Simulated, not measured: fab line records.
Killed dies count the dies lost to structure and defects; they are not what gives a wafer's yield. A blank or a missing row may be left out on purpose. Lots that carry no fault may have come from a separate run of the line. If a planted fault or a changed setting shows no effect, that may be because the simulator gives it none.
fab line records | flow n5_finfet
[record] lots = 9 wafers = 27 last_day = 17
route steps=1938 shown BEOL_M4@1111 BEOL_M12@1635 BEOL_M13@1660 PASSIVATION@1936
lots that met no fault: taken from a fault-free run of the same line
start_h: the number of hours between the record's first day and the start of the first shown wafer of the lot | wait_h: hours since the lot's step before | " same as the row above | L1.1+2: a single row standing in for several wafers | - either no value or no given start | * or withheld: withheld | < > ~ a bound
route shown NAME@n: a module of which the file shows steps, and the number in the route of the first | usual: mean and standard deviation over wafers with no fault | same: alike in all rows | chamber/n: place in a boat | sites: each site's reading | _std_site: standard deviation across them | _edge_site: the outer-site mean with the inner-site mean subtracted | radius_mm: how far each site lies from the wafer's centre | mask NAME#n: copy n | behind: the last tool/chamber to shape the wafer | hold: the reason the lot was held/the length of the hold in hours/how it ended | device: transistor that didn't switch, given as n, p or np | end of line: tests of these same wafers at the route's end | a step without rows: its recipe alone | killed: count of dies lost to structure and defects at first sort (not the wafer's yield) | map: shows each die of a wafer: x if killed, . if not, _ if none is there
set.NAME: the setting as run; set.NAME@STEP: as run at that earlier step | model.NAME: the simulator's own value behind a step, which no gauge read
route steps across a sampled set of lots; one table per step, one row per wafer
services: a tool's chamber out of use, with start hour (start_h, from the record's first day; less than 0 if before it), hours out, and reason
[[steps]]
[step N5_BEOL_M4_RC_MEAS_101]
[usual] DIBL_N = 36.3/1.6 DIBL_P = 36.4/1.8 IOFF_N = 0.163/0.027 IOFF_P = 0.22/0.033 ION_N = 673/9.8 ION_P = 461/6.7 SS_N = 71.5/0.58 SS_P = 73.4/0.67 VT_N = 249.4/2.9 VT_P = -250/3.2
// columns lot.wafer tool chamber start_h wait_h DIBL_N[mV/V] DIBL_P[mV/V] IOFF_N[nA/um] IOFF_P[nA/um] ION_N[uA/um] ION_P[uA/um] SS_N[mV/dec] SS_P[mV/dec] VT_N[mV] VT_P[mV]
L221.2 prober-01 0 161.77 0.2 39.0 37.8 0.186 0.23 678 462 72.0 74.6 251.1 -251
L221.3 " 0 " " 38.1 36.5 0.169 0.21 672 459 71.9 74.4 250.7 -252
L221.4 " 0 " " 39.1 37.2 0.187 0.21 677 455 72.7 74.4 249.9 -253
L225.2 prober-02 0 192.46 0.2 39.8 39.9 0.221 0.28 681 463 72.2 74.1 245.3 -247
L225.5 " 0 " " 37.6 38.8 0.192 0.24 684 471 71.5 73.1 245.6 -250
L225.6 " 0 " " 37.9 39.0 0.188 0.25 681 466 71.7 73.6 249.2 -248
L228.3 prober-01 0 217.25 0.3 36.8 38.3 0.174 0.24 679 463 71.3 73.7 249.1 -246
L228.4 " 0 " " 36.4 37.2 0.174 0.23 680 462 72.0 73.9 250.0 -246
L228.5 " 0 " " 36.3 37.0 0.169 0.22 677 460 71.6 74.1 249.6 -249
L237.1 prober-01 0 275.69 0.0 36.1 37.0 0.163 0.24 678 473 70.3 73.1 248.3 -246
L237.3 " 0 " " 37.3 37.8 0.177 0.24 674 461 71.6 73.2 250.2 -248
L237.6 " 0 " " 37.4 38.8 0.175 0.26 680 468 71.3 74.1 249.1 -248
L238.1 prober-01 0 278.31 0.0 36.2 36.6 0.168 0.22 667 461 71.5 73.2 247.4 -252
L238.3 " 0 " " 36.8 36.9 0.187 0.24 687 469 71.9 73.2 247.5 -248
L238.4 " 0 " " 36.7 36.3 0.175 0.22 673 463 71.9 73.4 250.4 -248
L239.3 prober-02 0 281.74 0.3 36.6 35.9 0.169 0.22 671 462 71.8 73.7 247.0 -247
L239.4 " 0 " " 37.7 37.6 0.194 0.26 683 471 71.0 73.1 243.8 -246
L239.6 " 0 " " 36.8 37.0 0.177 0.24 679 469 71.0 73.4 244.6 -247
L241.4 prober-01 0 283.00 0.5 38.4 38.5 0.181 0.25 682 468 72.8 73.8 249.1 -247
L241.5 " 0 " " 37.2 37.7 0.161 0.22 674 457 71.8 74.3 251.4 -251
L241.6 " 0 " " 36.9 36.9 0.143 0.21 663 452 71.9 73.8 252.4 -248
L242.1 prober-01 0 305.85 0.0 36.0 35.9 0.157 0.21 674 462 71.7 72.1 250.2 -251
L242.3 " 0 " " 36.3 36.8 0.166 0.24 676 460 70.6 73.6 248.4 -248
L242.5 " 0 " " 34.8 35.0 0.144 0.20 675 463 71.6 72.4 248.0 -250
L243.1 prober-02 0 306.75 0.0 38.9 37.4 0.168 0.21 682 466 71.7 73.5 249.7 -252
L243.3 " 0 " " 38.2 36.0 0.142 0.20 664 458 72.2 73.3 253.7 -252
L243.4 " 0 " " 38.7 36.0 0.149 0.20 667 456 72.4 73.3 249.7 -255
[step N5_BEOL_M12_DESCUM_33]
[recipe] chemistry = O2 time_s = 7.9 source_power_w = 50 bias_power_w = 20 pressure_mtorr = 20 rf_frequency_hz = 2.712e+07 temp_c = 40 o2_flow_sccm = 225
[usual] drypump_motor_current_A = 5.9/0.55 oes_product_au = 0.79/0.081 rf_vpp_V = 243.6/1.5 showerhead_plenum_p_Torr = 2.12/0.085 temp_c = 40.00/0.11 throttle_valve_pct = 20.51/0.18
// columns lot.wafer tool chamber start_h wait_h drypump_motor_current_A oes_product_au rf_hours_counter_h rf_vpp_V showerhead_plenum_p_Torr temp_c throttle_valve_pct
L221.2 rie_diel-05 3 224.35 0.1 5.9 0.92 24 245.7 2.23 39.96 20.53
L221.3 " 0 " " 6.6 0.79 118 244.9 2.20 40.01 20.37
L221.4 " 2 " " 5.6 0.86 49 243.5 2.14 39.88 20.72
L225.2 rie_diel-02 0 257.12 0.7 6.0 0.93 22 246.3 2.23 40.01 20.20
L225.5 " 3 " " 5.7 0.71 - 242.6 2.16 39.94 20.56
L225.6 " 2 " " 5.1 0.87 - 242.4 2.04 39.89 20.24
L228.3 rie_diel-05 0 282.23 0.3 6.5 0.77 139 243.3 2.19 39.94 20.42
L228.4 " 3 " " 6.0 0.88 46 246.5 2.22 39.95 20.57
L228.5 " 3 " " 6.0 0.88 - 244.8 2.22 40.01 20.56
L238.1 rie_diel-02 2 342.80 0.1 5.1 0.84 57 243.7 2.03 39.79 20.25
L238.3 " 3 " " 5.7 0.69 222 244.5 2.15 40.20 20.61
L238.4 " 1 " " 5.4 0.70 232 241.5 1.98 39.99 20.55
L237.1 rie_diel-05 0 344.89 0.4 6.5 0.74 165 244.6 2.18 40.04 20.44
L237.3 " 1 " " 6.7 0.94 8 245.9 2.24 40.12 20.30
L237.6 " 3 " " 6.0 0.85 - 244.9 2.21 39.77 20.61
L239.3 rie_diel-01 3 351.88 0.0 5.4 0.71 203 243.8 2.08 40.02 20.84
L239.4 " 3 " " 5.4 0.70 - 242.9 2.08 40.01 20.86
L239.6 " 2 " " 6.8 0.70 - 242.9 2.06 39.95 20.47
L241.4 rie_diel-02 0 358.72 0.1 6.0 0.88 47 244.7 2.22 40.10 20.23
L241.5 " 0 " " 6.0 0.88 - 246.3 2.22 40.12 20.23
L241.6 " 1 " " 5.4 0.69 - 240.5 1.98 40.13 20.58
L242.1 rie_diel-05 2 382.76 0.0 5.7 0.79 111 242.1 2.12 40.02 20.82
L242.3 " 1 " " 6.7 0.90 22 243.9 2.24 40.00 20.34
L242.5 " 1 " " 6.7 0.90 - 244.2 2.24 40.09 20.33
L243.1 rie_diel-02 2 382.95 0.0 5.1 0.81 69 241.9 2.03 40.00 20.27
L243.3 " 1 " " 5.5 0.69 244 242.1 1.98 40.21 20.59
L243.4 " 0 " " 6.0 0.88 56 244.8 2.22 40.01 20.26
[step N5_BEOL_M12_ANNEAL_48]
[recipe] temp_c = 225 time_s = 90 ambient = N2
[usual] wafer_temp_C_max = 225.80/0.24
// columns lot.wafer tool chamber start_h wait_h wafer_temp_C_max
L221.2 rtp_anneal-02 0 230.38 0.1 225.66
L221.3 " 0 " " 225.73
L221.4 " 0 " " 225.43
L225.2 rtp_anneal-02 0 258.96 0.3 225.74
L225.5 " 0 " " 225.85
L225.6 " 0 " " 225.67
L228.3 rtp_anneal-01 0 284.19 0.2 226.12
L228.4 " 0 " " 226.18
L228.5 " 0 " " 225.73
L238.1 rtp_anneal-02 0 346.42 0.1 225.89
L238.3 " 0 " " 225.56
L238.4 " 0 " " 225.56
L237.1 rtp_anneal-02 0 352.73 1.1 225.67
L237.3 " 0 " " 225.64
L237.6 " 0 " " 225.60
L239.3 rtp_anneal-01 0 365.46 0.3 225.85
L239.4 " 0 " " 225.39
L239.6 " 0 " " 226.01
L241.4 rtp_anneal-02 0 369.92 0.4 225.69
L241.5 " 0 " " 225.61
L241.6 " 0 " " 225.64
L242.1 rtp_anneal-02 0 384.80 0.1 225.54
L242.3 " 0 " " 225.58
L242.5 " 0 " " 225.66
L243.1 rtp_anneal-01 0 385.37 0.1 226.03
L243.3 " 0 " " 225.85
L243.4 " 0 " " 226.22
[step N5_BEOL_M12_CMP_49]
[recipe] stop_on = SiOC t_overpolish_s = 20.6 down_force_psi = 1 platen_rpm = 50 clearing_platen_down_force_psi = 1.5 clearing_platen_rpm = 50 post_cmp_clean = cu_alkaline target_thk_nm = 320 clearing_platen_pad_velocity_m_s = 0.99484 pad_velocity_m_s = 0.99484
[usual] barrier_field_endpoint_s = 30.4/0.73 motor_current_A = 5.9/0.4 overpolish_run_s = 20.599/0.0088
// columns lot.wafer tool chamber start_h wait_h barrier_field_endpoint_s motor_current_A overpolish_run_s
L221.2 cmp-03 2 230.67 0.2 30.9 5.4 20.599
L221.4 " 3 " " 31.4 6.2 20.603
L221.3 " 0 " " 31.5 5.9 20.598
L225.2 cmp-03 2 259.21 0.2 30.5 5.4 20.604
L225.5 " 2 " " 30.4 5.3 20.607
L225.6 " 3 " " 30.1 5.9 20.603
L228.4 cmp-03 3 284.47 0.2 29.4 5.9 20.598
L228.3 " 0 " " 29.6 5.8 20.585
L228.5 " 1 " " 30.2 6.1 20.595
L238.4 cmp-01 1 346.72 0.1 59.7 5.8 6.568
L238.1 " 2 " " 60.2 6.0 6.088
L238.3 " 0 " " 29.8 5.2 20.601
L237.3 cmp-01 3 353.06 0.2 32.5 6.9 20.599
L237.1 " 0 " " 62.6 5.6 3.610
L237.6 " 2 " " 31.2 5.7 20.591
L239.4 cmp-03 1 365.66 0.1 31.5 6.3 20.595
L239.3 " 2 " " 30.9 5.3 20.587
L239.6 " 2 " " 30.7 5.6 20.593
L241.4 cmp-03 0 370.16 0.2 30.9 5.8 20.602
L241.5 " 2 " " 30.8 5.4 20.597
L241.6 " 3 " " 30.2 6.1 20.595
L242.1 cmp-03 0 385.17 0.3 30.3 6.1 20.599
L242.3 " 1 " " 29.6 6.4 20.594
L242.5 " 3 " " 30.7 6.1 20.609
L243.1 cmp-03 2 385.73 0.3 31.2 5.6 20.599
L243.3 " 3 " " 30.0 6.2 20.604
L243.4 " 1 " " 30.0 5.7 20.586
[step N5_BEOL_M12_THK_MEAS_50]
[recipe] thk_meas_gauge = xrf reads = Cu_of_BEOL_M12_ECD_47
[usual] M12_THK = 317/5.2
// columns lot.wafer tool chamber start_h wait_h M12_THK[nm]
L221.2 film_metro-02 - 230.92 - 320
L221.3 " - " " 318
L221.4 " - " " 313
L225.2 film_metro-02 - 259.50 - 325
L225.5 " - " " 312
L225.6 " - " " 323
L228.3 film_metro-01 - 284.69 - 317
L228.4 " - " " 324
L228.5 " - " " 323
L238.1 film_metro-02 - 347.02 - 600
L238.3 " - " " 316
L238.4 " - " " 601
L237.1 film_metro-02 - 353.32 - 590
L237.3 " - " " 325
L237.6 " - " " 321
L239.3 film_metro-01 - 365.96 - 316
L239.4 " - " " 320
L239.6 " - " " 317
L241.4 film_metro-02 - 370.38 - 326
L241.5 " - " " 323
L241.6 " - " " 308
L242.1 film_metro-01 - 385.39 - 316
L242.3 " - " " 322
L242.5 " - " " 319
L243.1 film_metro-01 - 386.02 - 321
L243.3 " - " " 309
L243.4 " - " " 319
[step N5_BEOL_M12_INSPECT_55]
[recipe] inspect_instrument = darkfield mode = post_dep
[usual] raw_defect_count = 68/22
// columns lot.wafer tool chamber start_h wait_h raw_defect_count
L221.2 defect_inspect-01 - 231.07 0.0 50
L221.3 " - " " 54
L221.4 " - " " 36
L225.2 defect_inspect-02 - 259.65 0.0 52
L225.5 " - " " 80
L225.6 " - " " 76
L228.3 defect_inspect-02 - 284.84 0.0 21
L228.4 " - " " 40
L228.5 " - " " 35
L238.1 defect_inspect-02 - 347.17 0.0 4930
L238.3 " - " " 53
L238.4 " - " " 4738
L237.1 defect_inspect-01 - 353.47 0.0 4938
L237.3 " - " " 62
L237.6 " - " " 55
L239.3 defect_inspect-02 - 366.11 0.0 77
L239.4 " - " " 65
L239.6 " - " " 144
L241.4 defect_inspect-01 - 370.53 0.0 68
L241.5 " - " " 52
L241.6 " - " " 41
L242.1 defect_inspect-01 - 385.54 0.0 86
L242.3 " - " " 81
L242.5 " - " " 57
L243.1 defect_inspect-01 - 386.20 0.0 55
L243.3 " - " " 101
L243.4 " - " " 119
[step N5_BEOL_M13_THK_MEAS_01]
[recipe] reads = SiOC_of_BEOL_M13_ILD_DEP_00
[usual] M13_ILD_THK = 837/10
// columns lot.wafer tool chamber start_h wait_h M13_ILD_THK[nm]
L221.2 film_metro-02 - 231.26 0.1 845
L221.3 " - " " 822
L221.4 " - " " 851
L225.2 film_metro-02 - 259.84 0.1 833
L225.5 " - " " 836
L225.6 " - " " 831
L228.3 film_metro-01 - 285.03 0.1 830
L228.4 " - " " 837
L228.5 " - " " 843
L238.3 film_metro-02 - 347.36 0.1 822
L237.3 film_metro-01 - 353.66 0.1 840
L237.6 " - " " 846
L239.3 film_metro-01 - 366.30 0.1 835
L239.4 " - " " 853
L239.6 " - " " 841
L241.4 film_metro-02 - 370.72 0.0 848
L241.5 " - " " 846
L241.6 " - " " 849
L242.1 film_metro-01 - 385.73 0.1 836
L242.3 " - " " 837
L242.5 " - " " 850
L243.1 film_metro-01 - 386.39 0.1 841
L243.3 " - " " 834
L243.4 " - " " 845
[step N5_PASSIVATION_PROBE_49]
[usual] defect_limited_yield = 91.6/1.4 killed_at_M0_to_M3 = 30/8.7 killed_at_M4_up = 14/5.4 killed_at_contacts = 11/6.4 killed_at_front_end = 40/12 killed_at_other = 3/3.1 killed_dies = 99/17 killed_on_rim = 13/3.8 killed_open = 64/12 killed_short = 33/8.1 sort_bin_5_function = 4.9/0.88 sort_bin_6_memory = 3.1/0.69 sort_n_pass = 1081/17 sort_yield_pct = 91.6/1.4
[same] gross_dies = 1180 killed_at_back_side = 0 sort_bin_4_leakage[%] = 0 sort_bin_8_speed[%] = 0
// columns lot.wafer tool chamber start_h wait_h defect_limited_yield[%] killed_at_M0_to_M3 killed_at_M4_up killed_at_contacts killed_at_front_end killed_at_other killed_dies killed_on_rim killed_open killed_short sort_bin_5_function[%] sort_bin_6_memory[%] sort_n_pass sort_yield_pct[%]
L221.2 prober-02 - 262.72 0.1 91.7 24 7 12 54 1 98 13 60 36 5.2 3.1 1082 91.7
L221.3 prober-02 - 262.77 0.1 91.4 29 15 19 32 7 102 12 69 32 4.6 3.9 1078 91.4
L221.4 prober-02 - 262.82 0.2 93.6 20 5 11 34 5 75 5 55 20 4.7 1.7 1105 93.6
L225.2 prober-02 - 294.52 0.1 91.9 35 10 11 34 6 96 13 72 24 5.3 2.7 1084 91.9
L225.5 prober-02 - 294.67 0.2 93.6 37 8 6 19 5 75 12 53 22 3.7 2.3 1105 93.6
L225.6 prober-02 - 294.72 0.3 91.2 43 19 8 33 1 104 14 69 35 5.6 2.9 1076 91.2
L228.3 prober-02 - 319.71 0.1 90.8 23 10 7 67 1 108 9 75 33 4.6 4.2 1072 90.8
L228.4 prober-02 - 319.76 0.2 91.0 21 16 5 58 6 106 14 72 33 4.9 4.0 1074 91.0
L228.5 prober-02 - 319.81 0.2 89.3 22 11 24 57 12 126 17 83 43 6.6 3.6 1054 89.3
L238.1 prober-02 - 388.34 0.0 0 44 1054 28 50 4 1180 152 90 45 7.8 3.6 0 0
L238.3 prober-02 - 388.44 0.1 88.8 43 13 31 39 6 132 20 86 43 6.6 4.1 1048 88.8
L238.4 prober-02 - 388.49 0.2 0 23 1047 38 58 14 1180 152 81 59 7.4 4.7 0 0
L237.1 prober-02 - 396.67 0.0 0 30 1110 9 27 4 1180 152 54 31 4.5 2.5 0 0
L237.3 prober-02 - 396.77 0.1 91.3 33 21 6 43 0 103 17 73 21 4.8 3.1 1077 91.3
L237.6 prober-02 - 396.92 0.3 92.6 30 15 4 38 0 87 11 57 28 4.5 2.5 1093 92.6
L239.3 prober-02 - 400.05 0.1 89.5 26 17 13 67 1 124 19 89 34 7.1 3.1 1056 89.5
L239.4 prober-02 - 400.10 0.2 89.7 37 13 6 60 5 121 11 63 55 5.8 3.7 1059 89.7
L239.6 prober-02 - 400.20 0.3 92.3 25 14 9 39 4 91 12 64 23 4.3 3.1 1089 92.3
L241.4 prober-01 - 406.48 0.2 93.3 30 12 10 26 1 79 15 55 23 4.2 2.3 1101 93.3
L241.5 prober-01 - 406.53 0.2 90.8 35 23 6 33 12 109 15 68 33 5.2 3.6 1071 90.8
L241.6 prober-01 - 406.58 0.3 92.5 34 15 8 29 3 89 7 56 32 4.5 2.8 1091 92.5
L242.1 prober-01 - 417.59 0.0 91.8 37 20 6 33 1 97 12 61 33 5.3 2.7 1083 91.8
L242.3 prober-01 - 417.69 0.1 90.8 41 14 10 40 4 109 15 70 36 5.5 3.3 1071 90.8
L242.5 prober-01 - 417.79 0.2 90.7 27 25 4 52 2 110 10 72 38 5.6 3.3 1070 90.7
L243.1 prober-02 - 417.59 0.0 91.8 36 11 16 33 1 97 13 52 44 5.0 2.9 1083 91.8
L243.3 prober-02 - 417.69 0.1 92.5 34 6 3 43 3 89 7 58 30 4.2 3.1 1091 92.5
L243.4 prober-02 - 417.74 0.2 89.7 44 16 19 42 0 121 22 80 41 6.3 3.6 1059 89.7
// killed by level:class
L221.2 STI_FIN_REVEAL:geometric_particle:open=16 FIN_SAQP:geometric_particle:short=10 MOL_CONTACT_COAG:geometric_particle:open=9 BEOL_M3:geometric_particle:open=9 BEOL_M1:geometric_particle:open=7 FIN_SAQP:geometric_particle:open=5 GATE_CUT:geometric_particle:short=4 BEOL_M0_SAQP:geometric_particle:short=4
L221.3 MOL_CONTACT_COAG:geometric_particle:open=13 FIN_SAQP:geometric_particle:open=11 BEOL_M3:geometric_particle:open=9 FIN_SAQP:geometric_particle:short=7 BEOL_M4:geometric_particle:open=7 MOL_CONTACT_COAG:geometric_particle:short=6 BEOL_M0_SAQP:geometric_particle:short=6 BEOL_M0_SAQP:geometric_particle:open=5
L221.4 BEOL_M3:geometric_particle:open=13 FIN_SAQP:geometric_particle:open=8 MOL_CONTACT_COAG:geometric_particle:short=6 MOL_CONTACT_COAG:geometric_particle:open=5 FIN_SAQP:geometric_particle:short=4 STARTING-WAFER:geometric_particle:open=4 DUMMY_GATE:geometric_particle:open=3 ILD0:geometric_particle:open=3
L225.2 BEOL_M3:geometric_particle:open=13 MOL_CONTACT_COAG:geometric_particle:open=9 DUMMY_GATE:geometric_particle:open=7 FIN_SAQP:geometric_particle:short=6 STI_FIN_REVEAL:geometric_particle:open=6 BEOL_M0_SAQP:geometric_particle:open=6 BEOL_M1:geometric_particle:open=6 BEOL_M2:geometric_particle:open=6
L225.5 BEOL_M2:geometric_particle:open=9 FIN_SAQP:geometric_particle:open=8 BEOL_M0_SAQP:geometric_particle:open=7 BEOL_M3:geometric_particle:open=7 BEOL_M0_SAQP:geometric_particle:short=5 MOL_CONTACT_COAG:geometric_particle:open=4 BEOL_M4:geometric_particle:open=4 FIN_SAQP:geometric_particle:short=3
L225.6 BEOL_M2:geometric_particle:open=12 FIN_SAQP:geometric_particle:short=9 BEOL_M3:geometric_particle:open=8 STI_FIN_REVEAL:geometric_particle:open=7 MOL_CONTACT_COAG:geometric_particle:open=7 BEOL_M0_SAQP:geometric_particle:short=6 BEOL_M5:geometric_particle:open=5 FIN_SAQP:geometric_particle:open=4
L228.3 STI_FIN_REVEAL:geometric_particle:open=22 FIN_SAQP:geometric_particle:open=11 FIN_SAQP:geometric_particle:short=8 GATE_CUT:geometric_particle:short=7 MOL_CONTACT_COAG:geometric_particle:open=7 BEOL_M3:geometric_particle:open=7 BEOL_M0_SAQP:geometric_particle:short=6 BEOL_M4:geometric_particle:open=6
L228.4 STI_FIN_REVEAL:geometric_particle:open=23 BEOL_M4:geometric_particle:open=12 FIN_SAQP:geometric_particle:open=9 GATE_CUT:geometric_particle:short=6 STI_FIN_REVEAL:geometric_particle:short=5 PASS1_CAP:geometric_particle:open=5 MOL_CONTACT_COAG:geometric_particle:open=4 BEOL_M0_SAQP:geometric_particle:short=4
L228.5 MOL_CONTACT_COAG:geometric_particle:open=18 STI_FIN_REVEAL:geometric_particle:open=16 FIN_SAQP:geometric_particle:open=11 BEOL_M0_SAQP:geometric_particle:short=9 FIN_SAQP:geometric_particle:short=7 DUMMY_GATE:geometric_particle:open=7 MOL_CONTACT_COAG:geometric_particle:short=6 BEOL_M3:geometric_particle:open=5
L238.1 BEOL_M12:area_cmp=1041 MOL_CONTACT_COAG:geometric_particle:open=25 STI_FIN_REVEAL:geometric_particle:open=12 BEOL_M0_SAQP:geometric_particle:short=12 GATE_CUT:geometric_particle:short=8 BEOL_M2:geometric_particle:open=8 BEOL_M0_SAQP:geometric_particle:open=7 BEOL_M3:geometric_particle:open=7
L238.3 MOL_CONTACT_COAG:geometric_particle:open=23 BEOL_M0_SAQP:geometric_particle:open=15 STI_FIN_REVEAL:geometric_particle:open=10 BEOL_M0_SAQP:geometric_particle:short=10 BEOL_M3:geometric_particle:open=9 FIN_SAQP:geometric_particle:open=8 MOL_CONTACT_COAG:geometric_particle:short=8 STI_FIN_REVEAL:geometric_particle:short=6
L238.4 BEOL_M12:area_cmp=1036 MOL_CONTACT_COAG:geometric_particle:open=27 FIN_SAQP:geometric_particle:open=11 MOL_CONTACT_COAG:geometric_particle:short=11 FIN_SAQP:geometric_particle:short=10 STI_FIN_REVEAL:geometric_particle:open=8 GATE_CUT:geometric_particle:short=7 BEOL_M1:geometric_particle:open=5
L237.1 BEOL_M12:area_cmp=1093 FIN_SAQP:geometric_particle:short=10 FIN_SAQP:geometric_particle:open=9 BEOL_M4:geometric_particle:open=9 BEOL_M0_SAQP:geometric_particle:open=8 MOL_CONTACT_COAG:geometric_particle:open=5 BEOL_M0_SAQP:geometric_particle:short=5 BEOL_M1:geometric_particle:open=5
L237.3 FIN_SAQP:geometric_particle:open=17 BEOL_M4:geometric_particle:open=15 BEOL_M3:geometric_particle:open=10 BEOL_M0_SAQP:geometric_particle:short=7 HKMG_FIN:area_etch=6 GATE_CUT:geometric_particle:short=5 MOL_CONTACT_COAG:geometric_particle:open=5 BEOL_M0_SAQP:geometric_particle:open=5
L237.6 FIN_SAQP:geometric_particle:open=11 BEOL_M0_SAQP:geometric_particle:open=10 STI_FIN_REVEAL:geometric_particle:open=9 BEOL_M2:geometric_particle:open=8 FIN_SAQP:geometric_particle:short=7 BEOL_M0_SAQP:geometric_particle:short=6 BEOL_M4:geometric_particle:open=5 GATE_CUT:geometric_particle:short=3
L239.3 STI_FIN_REVEAL:geometric_particle:open=23 DUMMY_GATE:geometric_particle:open=13 GATE_CUT:geometric_particle:short=8 MOL_CONTACT_COAG:geometric_particle:open=7 BEOL_M4:geometric_particle:open=7 BEOL_M2:geometric_particle:open=7 MOL_CONTACT_COAG:geometric_particle:short=6 FIN_SAQP:geometric_particle:short=4
L239.4 STI_FIN_REVEAL:geometric_particle:open=10 BEOL_M0_SAQP:geometric_particle:short=10 DUMMY_GATE:geometric_particle:open=8 BEOL_M0_SAQP:geometric_particle:open=8 FIN_SAQP:geometric_particle:open=7 FIN_SAQP:geometric_particle:short=7 GATE_CUT:geometric_particle:short=6 BEOL_M0:geometric_particle:short=6
L239.6 STI_FIN_REVEAL:geometric_particle:open=11 BEOL_M4:geometric_particle:open=8 MOL_CONTACT_COAG:geometric_particle:open=7 BEOL_M0:geometric_particle:open=7 STI_FIN_REVEAL:geometric_particle:short=6 DUMMY_GATE:geometric_particle:open=5 BEOL_M2:geometric_particle:open=5 BEOL_M0_SAQP:geometric_particle:open=4
L241.4 BEOL_M1:geometric_particle:open=9 BEOL_M4:geometric_particle:open=9 MOL_CONTACT_COAG:geometric_particle:open=8 FIN_SAQP:geometric_particle:short=7 FIN_SAQP:geometric_particle:open=6 BEOL_M0_SAQP:geometric_particle:short=5 DUMMY_GATE:geometric_particle:open=4 BEOL_M0_SAQP:geometric_particle:open=4
L241.5 BEOL_M0_SAQP:geometric_particle:short=11 BEOL_M0_SAQP:geometric_particle:open=10 BEOL_M4:geometric_particle:open=9 GATE_CUT:geometric_particle:short=5 MOL_CONTACT_COAG:geometric_particle:open=5 BEOL_M2:geometric_particle:open=5 STARTING-WAFER:geometric_particle:short=5 HKMG_FIN:area_etch=5
L241.6 BEOL_M0_SAQP:geometric_particle:short=8 BEOL_M1:geometric_particle:open=6 MOL_CONTACT_COAG:geometric_particle:open=6 BEOL_M4:geometric_particle:open=6 FIN_SAQP:geometric_particle:short=5 BEOL_M0_SAQP:geometric_particle:open=5 DUMMY_GATE:geometric_particle:open=5 BEOL_M3:geometric_particle:open=5
L242.1 BEOL_M0_SAQP:geometric_particle:short=13 BEOL_M0_SAQP:geometric_particle:open=11 FIN_SAQP:geometric_particle:short=8 MOL_CONTACT_COAG:geometric_particle:open=6 BEOL_M2:geometric_particle:open=6 FIN_SAQP:geometric_particle:open=5 BEOL_M1:geometric_particle:open=5 BEOL_M4:geometric_particle:open=5
L243.1 BEOL_M0_SAQP:geometric_particle:short=13 MOL_CONTACT_COAG:geometric_particle:open=13 FIN_SAQP:geometric_particle:short=10 BEOL_M2:geometric_particle:open=6 BEOL_M3:geometric_particle:open=5 STARTING-WAFER:geometric_particle:open=5 FIN_SAQP:geometric_particle:open=3 ILD0:geometric_particle:open=3
L242.3 BEOL_M0_SAQP:geometric_particle:short=13 BEOL_M2:geometric_particle:open=10 MOL_CONTACT_COAG:geometric_particle:open=9 BEOL_M0_SAQP:geometric_particle:open=9 FIN_SAQP:geometric_particle:open=8 BEOL_M4:geometric_particle:open=7 STI_FIN_REVEAL:geometric_particle:open=6 DUMMY_GATE:geometric_particle:open=6
L243.3 STI_FIN_REVEAL:geometric_particle:open=12 FIN_SAQP:geometric_particle:open=8 GATE_CUT:geometric_particle:short=8 BEOL_M0_SAQP:geometric_particle:open=8 BEOL_M1:geometric_particle:open=8 BEOL_M0_SAQP:geometric_particle:short=7 BEOL_M2:geometric_particle:open=5 STI_FIN_REVEAL:geometric_particle:short=4
L243.4 MOL_CONTACT_COAG:geometric_particle:open=17 BEOL_M0_SAQP:geometric_particle:open=13 FIN_SAQP:geometric_particle:short=11 FIN_SAQP:geometric_particle:open=10 BEOL_M0_SAQP:geometric_particle:short=9 BEOL_M1:geometric_particle:open=6 BEOL_M2:geometric_particle:open=6 BEOL_M3:geometric_particle:open=6
L242.5 FIN_SAQP:geometric_particle:open=14 FIN_SAQP:geometric_particle:short=13 BEOL_M4:geometric_particle:open=13 BEOL_M0_SAQP:geometric_particle:short=10 DUMMY_GATE:geometric_particle:open=7 STI_FIN_REVEAL:geometric_particle:open=5 BEOL_M0_SAQP:geometric_particle:open=5 STARTING-WAFER:geometric_particle:open=5
[[services]]
// columns tool chamber start_h hours kind
rie_diel-01 1 201.64 6.7 repair
cmp-03 - 205.25 11.3 pm
cmp-03 - 224.08 1.8 repair
rie_diel-01 - 241.09 2.8 pm
rie_diel-02 2 258.74 4.7 repair
cmp-01 - 270.31 5.3 pm
cmp-01 - 281.91 4.0 pm
cmp-01 - 289.13 0.9 repair
cmp-03 - 292.98 0.8 repair
rie_diel-01 0 293.16 1.2 repair
cmp-03 - 299.13 4.0 repair
rie_diel-05 1 303.42 - clean
rie_diel-05 1 303.42 - consumable_replace:focus_ring
rie_diel-05 1 303.42 - consumable_replace:showerhead
rie_diel-05 1 303.42 14.9 scheduled_down
cmp-01 - 325.43 0.5 repair
cmp-03 - 328.85 0.8 repair
rie_diel-01 1 336.96 29.8 repair
rie_diel-01 3 346.95 3.7 repair
rtp_anneal-01 - 351.73 8.9 pm
rie_diel-05 0 358.61 19.6 repair
rie_diel-05 - 359.51 0.3 repair
cmp-03 - 374.05 4.5 pm
cmp-01 - 382.58 5.6 repair
[[key]]
[first_sign] step = N5_BEOL_M12_CMP_49 reading = overpolish_run_s direction = down sigmas = 99+ usual = 20.599 struck = 5.422
[effect] step = N5_BEOL_M12_CMP_49 reading = barrier_field_endpoint_s direction = up sigmas = 42 usual = 30.4 struck = 60.8
[effect] step = N5_BEOL_M12_THK_MEAS_50 reading = M12_THK direction = up sigmas = 54 usual = 317 struck = 597
[effect] step = N5_BEOL_M12_INSPECT_55 reading = raw_defect_count direction = up sigmas = 99+ usual = 68 struck = 4869
[effect] step = N5_PASSIVATION_PROBE_49 reading = killed_at_M4_up direction = up sigmas = 99+ usual = 14 struck = 1070
[more_kills_born_at] N5_BEOL_M12_CMP_49@cmp-01 = 3170
met_at N5_BEOL_M12_CMP_49
struck_lots L237,L238
struck_wafers L237.1,L238.1,L238.4
later_rows_left_out L237.1,L238.1,L238.4
not_acting_at N5_BEOL_M12_DESCUM_33,N5_BEOL_M12_ANNEAL_48,N5_BEOL_M13_THK_MEAS_01
[fault] kind = process_parameter_drift tool = cmp-01 chamber = - onset_h = 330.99 steps = N5_BEOL_M12_CMP_49 channel = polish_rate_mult offset = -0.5 shape = step end_h = 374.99 scope = struck_wafers_only
// later_rows_left_out: the simulator's readings of these wafers behind a module that went badly wrong aren't trusted and aren't shown, but for the sort
